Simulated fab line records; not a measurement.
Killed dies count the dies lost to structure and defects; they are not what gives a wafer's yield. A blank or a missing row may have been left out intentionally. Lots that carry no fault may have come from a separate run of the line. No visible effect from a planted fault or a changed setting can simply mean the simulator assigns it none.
Chamber matching ; flow n5Finfet ; N5_BEOL_M1_PECVD_72 on pecvd-03: 3 sister chambers
The step deposits SiO2 from TEOS/O2, target thk 16 nm, time 18 s. 3 wafers are shown with their chamber, then 7 later ones without.

== WAFERS WITH THEIR CHAMBER ==
wafer;chamber;showerheadPlenumPTorr (Torr)
L085.2;2;8.78
L085.4;1;8.90
L087.3;0;8.90

== WAFERS WITH NO CHAMBER GIVEN ==
wafer;showerheadPlenumPTorr (Torr)
L087.5;8.92
L089.1;8.91
L089.2;8.92
L089.3;8.94
L090.1;8.92
L090.5;8.93
L090.6;8.92

== WHICH CHAMBER EACH ONE RAN IN ==
wafer;from the rows above;in truth
L087.5;can't be placed: 0 or 1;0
L089.1;can't be placed: 0 or 1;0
L089.2;can't be placed: 0 or 1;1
L089.3;can't be placed: 0 or 1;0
L090.1;can't be placed: 0 or 1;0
L090.5;can't be placed: 0 or 1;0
L090.6;can't be placed: 0 or 1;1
Correctly placed: 0 of 7. Can't be placed from these rows: 7 (the true chamber is among the candidates in 7). Placed wrongly: 0.
How it was worked out, from the rows above alone: a wafer's distance from a chamber is the root of the sum, over the readings, of the square of ((its reading less the chamber's mean) divided by the reading's scatter). The wafer belongs to the nearest chamber; if the next one is less than 2 further off, it can't be placed. The mean given for a chamber averages the wafers shown for that chamber. The scatter (one wafer shown for each chamber): square how far every hidden wafer sits from the nearest shown wafer, average those squares and take the square root.
